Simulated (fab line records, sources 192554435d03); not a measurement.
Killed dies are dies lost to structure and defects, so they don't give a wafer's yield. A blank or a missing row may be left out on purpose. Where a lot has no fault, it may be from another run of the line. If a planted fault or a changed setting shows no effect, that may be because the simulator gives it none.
Which tool did it? :: flow n5 finfet :: 10 lots with 30 wafers sampled at 2 steps, on a route of 1938 steps

WHAT EACH GAUGE READ, for each wafer
N5_BEOL_M4_INSPECT_59: inspects for defects (darkfield). Usual: raw defect count at 79, with a standard deviation of 23.
lot: L226
measured: day 8 11:05
on: defect inspect-02
raw defect count: 107 71 70
flag: 

lot: L228
measured: day 8 22:25
on: defect inspect-02
raw defect count: 142 105 137
flag: 

lot: L229
measured: day 9 11:19
on: defect inspect-01
raw defect count: 67 61 49
flag: 

lot: L232
measured: day 10 00:14
on: defect inspect-02
raw defect count: 91 109 82
flag: 

lot: L233
measured: day 10 10:50
on: defect inspect-01
raw defect count: 57 71 114
flag: 

lot: L234
measured: day 10 20:06
on: defect inspect-02
raw defect count: 65 68 59
flag: 

lot: L237
measured: day 11 04:56
on: defect inspect-01
raw defect count: 82 76 91
flag: 

lot: L240
measured: day 12 10:07
on: defect inspect-02
raw defect count: 63 52 81
flag: 

lot: L245
measured: day 13 10:29
on: defect inspect-01
raw defect count: 58 72 85
flag: 

lot: L243
measured: day 13 12:46
on: defect inspect-02
raw defect count: 99 124 83
flag: 

WHICH TOOL RAN EACH LOT (tool, then ch and the chambers of the sampled wafers, then the start)
lot: L226
N5_BEOL_M4_ANNEAL_95: pvd sputter-02, day 8 09:52

lot: L228
N5_BEOL_M4_ANNEAL_95: pvd sputter-03, day 8 21:11

lot: L229
N5_BEOL_M4_ANNEAL_95: pvd sputter-02, day 9 10:04

lot: L232
N5_BEOL_M4_ANNEAL_95: pvd sputter-02, day 9 22:35

lot: L233
N5_BEOL_M4_ANNEAL_95: pvd sputter-01, day 10 09:37

lot: L234
N5_BEOL_M4_ANNEAL_95: pvd sputter-01, day 10 18:52

lot: L237
N5_BEOL_M4_ANNEAL_95: pvd sputter-03, day 11 03:35

lot: L240
N5_BEOL_M4_ANNEAL_95: pvd sputter-02, day 12 08:52

lot: L245
N5_BEOL_M4_ANNEAL_95: pvd sputter-02, day 13 09:16

lot: L243
N5_BEOL_M4_ANNEAL_95: pvd sputter-02, day 13 11:21
- N5_BEOL_M4_ANNEAL_95: time 240 s.

WHAT THE TOOLS THEMSELVES READ (means of the sampled wafers that have a number; where no wafer has one, the mark that the record gives instead)
N5_BEOL_M4_ANNEAL_95. Usual: heater power w 835 W, standard deviation 67; susceptor temp C 399.98 C, standard deviation 0.23.
lot: L226
tool: pvd sputter-02
heater power w (W): 808
susceptor temp C (C): 399.94
flag: 

lot: L228
tool: pvd sputter-03
heater power w (W): 794
susceptor temp C (C): 399.92
flag: 

lot: L229
tool: pvd sputter-02
heater power w (W): 845
susceptor temp C (C): 399.71
flag: 

lot: L232
tool: pvd sputter-02
heater power w (W): 842
susceptor temp C (C): 399.99
flag: 

lot: L233
tool: pvd sputter-01
heater power w (W): 805
susceptor temp C (C): 400.07
flag: 

lot: L234
tool: pvd sputter-01
heater power w (W): 849
susceptor temp C (C): 400.16
flag: 

lot: L237
tool: pvd sputter-03
heater power w (W): 822
susceptor temp C (C): 399.78
flag: 

lot: L240
tool: pvd sputter-02
heater power w (W): 871
susceptor temp C (C): 399.78
flag: 

lot: L245
tool: pvd sputter-02
heater power w (W): 860
susceptor temp C (C): 400.13
flag: 

lot: L243
tool: pvd sputter-02
heater power w (W): 864
susceptor temp C (C): 400.06
flag: 

THE ANSWER, worked out from the rows above alone
Rule: a lot is off if the mean of its wafers that have a number lies more than 3 standard deviations from the usual mean. Also off: a lot with no number at a reading for which 4 or more lots have one. The other lots that the step has rows for count as sound. The gauges are gone through in route order, then the tools' own readings, and for those a lot's mean is taken as printed above. The first step at which some lot is off is used, and at that step the reading that is off furthest; a lot without a number counts as furthest.
No lot is off on any of the readings shown, so nothing can be concluded from this.

WHAT THE SIMULATOR HAD PUT IN
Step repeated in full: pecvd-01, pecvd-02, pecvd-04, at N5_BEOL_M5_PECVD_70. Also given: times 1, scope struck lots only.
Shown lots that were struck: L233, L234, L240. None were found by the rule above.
